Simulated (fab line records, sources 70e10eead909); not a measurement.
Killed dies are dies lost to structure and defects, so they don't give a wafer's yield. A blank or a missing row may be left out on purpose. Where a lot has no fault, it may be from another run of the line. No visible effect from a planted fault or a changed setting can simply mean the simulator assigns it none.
Which tool was responsible? | flow nand harc | Sampling: 15 lots, 45 wafers, 3 of 1302 route steps

== WHAT EACH GAUGE READ, for each wafer ==
NHARC_P_CONTACT_INSPECT_27. Usual: raw defect count 292, standard deviation 140.
lot  | measured     | on                | raw defect count | flag
L327 | day 6 05:48  | defect inspect-02 | 856 406 426      |
L328 | day 6 13:08  | defect inspect-01 | 116 196 187      |
L330 | day 7 11:28  | defect inspect-02 | 171 155 360      |
L331 | day 8 01:41  | defect inspect-01 | 230 274 192      |
L332 | day 8 02:16  | defect inspect-01 | 172 306 402      |
L333 | day 8 13:31  | defect inspect-02 | 153 177 103      |
L334 | day 8 23:13  | defect inspect-02 | 233 208 227      |
L335 | day 9 04:52  | defect inspect-01 | 212 278 143      |
L343 | day 12 19:13 | defect inspect-01 | 201 201 242      |
L344 | day 13 01:50 | defect inspect-01 | 328 245 201      |
L345 | day 13 18:42 | defect inspect-02 | 221 228 307      |
L346 | day 14 00:09 | defect inspect-01 | 380 331 350      |
L347 | day 14 07:09 | defect inspect-01 | 206 215 318      |
L349 | day 15 07:07 | defect inspect-02 | 122 334 223      |
L350 | day 15 18:07 | defect inspect-01 | 461 299 347      |

NHARC_P_M0_INSPECT_27. Usual: raw defect count 320, standard deviation 140.
lot  | measured     | on                | raw defect count | flag
L327 | day 6 09:22  | defect inspect-02 | 203 243 192      |
L328 | day 6 16:44  | defect inspect-02 | 125 117 167      |
L330 | day 7 15:04  | defect inspect-02 | 316 153 375      |
L331 | day 8 05:17  | defect inspect-02 | 212 163 253      |
L332 | day 8 06:03  | defect inspect-01 | 286 260 391      |
L333 | day 8 17:06  | defect inspect-02 | 303 296 229      |
L334 | day 9 02:49  | defect inspect-01 | 269 466 248      |
L335 | day 9 08:46  | defect inspect-02 | 371 492 375      |
L343 | day 12 22:59 | defect inspect-01 | 276 475 290      |
L344 | day 13 05:17 | defect inspect-01 | 150 149 262      |
L345 | day 13 22:17 | defect inspect-02 | 276 380 210      |
L346 | day 14 03:44 | defect inspect-02 | 316 681 247      |
L347 | day 14 11:43 | defect inspect-01 | 479 259 421      |
L349 | day 15 10:57 | defect inspect-01 | 400 452 275      |
L350 | day 15 21:41 | defect inspect-01 | 289 322 254      |

== WHAT TOOL EACH LOT RAN ON (gives the tool, then ch and the chambers of the sampled wafers, and finally the start) ==
lot  | NHARC_P_M0_PVD_20
L327 | pvd sputter-03, day 6 07:55
L328 | pvd sputter-03, day 6 15:16
L330 | pvd sputter-01, day 7 13:37
L331 | pvd sputter-01, day 8 03:50
L332 | pvd sputter-01, day 8 04:35
L333 | pvd sputter-01, day 8 15:40
L334 | pvd sputter-02, day 9 01:22
L335 | pvd sputter-02, day 9 07:20
L343 | pvd sputter-01, day 12 21:33
L344 | pvd sputter-01, day 13 03:50
L345 | pvd sputter-01, day 13 20:50
L346 | pvd sputter-02, day 14 02:19
L347 | pvd sputter-03, day 14 10:10
L349 | pvd sputter-02, day 15 09:31
L350 | pvd sputter-02, day 15 20:14
- NHARC_P_M0_PVD_20: deposits TaN, target thk 5 nm, time 8.06 s.

== WHAT THE TOOLS THEMSELVES READ (means of the sampled wafers that have a number; where no wafer has one, the mark that the record gives instead) ==
NHARC_P_M0_PVD_20. Usual: bias v 168.5 V, standard deviation 1.7; cathode dc power W 15000 W, standard deviation 2.9; throttle valve pct 30.0 %, standard deviation 1.2.
lot  | tool           | bias v (V) | cathode dc power W (W) | throttle valve pct (%) | flag
L327 | pvd sputter-03 | 168.7      | 15000                  | 29.5                   |
L328 | pvd sputter-03 | 168.1      | 15000                  | 30.4                   |
L330 | pvd sputter-01 | 168.1      | 14997                  | 29.9                   |
L331 | pvd sputter-01 | 168.8      | 15000                  | 30.4                   |
L332 | pvd sputter-01 | 168.5      | 14999                  | 30.6                   |
L333 | pvd sputter-01 | -          | -                      | -                      | OFF
L334 | pvd sputter-02 | -          | -                      | -                      | OFF
L335 | pvd sputter-02 | -          | -                      | -                      | OFF
L343 | pvd sputter-01 | 169.0      | 14999                  | 30.4                   |
L344 | pvd sputter-01 | 168.1      | 15001                  | 30.7                   |
L345 | pvd sputter-01 | 168.1      | 15001                  | 30.6                   |
L346 | pvd sputter-02 | 169.0      | 14998                  | 28.7                   |
L347 | pvd sputter-03 | 166.8      | 14999                  | 29.0                   |
L349 | pvd sputter-02 | 168.6      | 15003                  | 29.4                   |
L350 | pvd sputter-02 | 168.9      | 15003                  | 29.4                   |

== THE ANSWER, worked out from the rows above alone ==
Rule: lot off if the mean of its wafers having a number is beyond 3 standard deviations from the usual mean. A lot without any number at a reading at which 4 lots or more have one is off too. All remaining lots with rows at the step are treated as sound. The gauges are gone through in route order, then the tools' own readings, and for those a lot's mean is taken as printed above. At the first step where some lot is off, the reading lying furthest off is the one used; lots without a number count as furthest.
Off: L333, L334, L335, at NHARC_P_M0_PVD_20 (bias v). Without a number there: L333, L334, L335.
A tool fits if, at that step or a process step before it, it ran every lot that is off, and no sound lot after the first of them. Of those tried, none fits.

== WHAT HAD BEEN PUT IN BY THE SIMULATOR ==
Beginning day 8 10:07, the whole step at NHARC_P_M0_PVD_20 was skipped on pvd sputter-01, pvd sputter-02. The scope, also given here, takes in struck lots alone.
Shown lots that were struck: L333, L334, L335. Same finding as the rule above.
